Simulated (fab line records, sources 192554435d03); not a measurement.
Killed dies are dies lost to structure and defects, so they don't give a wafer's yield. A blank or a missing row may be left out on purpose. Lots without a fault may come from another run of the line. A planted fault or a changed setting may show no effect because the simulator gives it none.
One fault seen from 2 desks | flow n5_finfet | each desk has only its own numbers; what lay behind them comes last

THE TOOL OWNER'S DESK: rie_diel-01
The tool's own readings at N5_BEOL_M8_ETCH_41 (etches SiCN in CH3F/O2, target depth 31.9 nm, time 57.8 s): means of the sampled wafers that have a number, for each lot that ran on this tool. A lot is out of limits, marked OUT, if its mean lies more than 4 standard deviations from the usual mean; the brackets give that distance.
Columns: A = drypump_motor_current_A at N5_BEOL_M8_ETCH_41, usual 5.5 A; B = oes_product_au at N5_BEOL_M8_ETCH_41, usual 0.79 a.u.; C = rf_vpp_V at N5_BEOL_M8_ETCH_41, usual 297.3 V; D = showerhead_plenum_p_Torr at N5_BEOL_M8_ETCH_41, usual 2.00 Torr; E = throttle_valve_pct at N5_BEOL_M8_ETCH_41, usual 16.44 %
lot  | first seen here | A   | B    | C     | D    | E
L634 | day 9 18:26     | 6.0 | 0.82 | 298.8 | 2.05 | 16.38
L635 | day 9 20:57     | 6.1 | 0.85 | 298.4 | 2.08 | 16.48
L636 | day 10 05:17    | 6.1 | 0.83 | 297.1 | 2.02 | 16.45
L637 | day 10 05:46    | 6.0 | 0.82 | 298.0 | 2.05 | 16.38
L648 | day 13 08:07    | 6.0 | 0.78 | 296.6 | 1.95 | 16.48
L650 | day 13 16:50    | 5.9 | 0.81 | 297.7 | 2.02 | 16.25
L656 | day 14 23:26    | 6.2 | 0.75 | 297.3 | 2.02 | 16.72
This desk's finding: nothing out of limits on any of the 7 lots.

THE METROLOGY DESK
What the gauges read, lot by lot, whatever tool the lot ran on: means of the sampled wafers that have a number. A lot is out of limits, marked OUT, if its mean lies more than 4 standard deviations from the usual mean; the brackets give that distance.
Columns: A = PASS_OPEN_OVL at N5_PASSIVATION_OVL_MEAS_66, usual -3 nm
lot  | first seen here | A
L633 | day 11 22:40    | -0
L636 | day 12 11:34    | -10
L637 | day 12 14:13    | 0
L635 | day 12 16:41    | -3
L634 | day 12 17:17    | -5
L642 | day 14 02:49    | -3
L646 | day 15 06:09    | -1
L648 | day 16 05:11    | -4
L650 | day 16 09:04    | -3
L653 | day 17 10:40    | 0
L656 | day 17 23:31    | -1
This desk's finding: nothing out of limits on any of the 11 lots.

PUT TOGETHER
The tool owner's desk saw nothing out of limits.
The metrology desk saw nothing out of limits.

WHAT THE SIMULATOR HAD PUT IN
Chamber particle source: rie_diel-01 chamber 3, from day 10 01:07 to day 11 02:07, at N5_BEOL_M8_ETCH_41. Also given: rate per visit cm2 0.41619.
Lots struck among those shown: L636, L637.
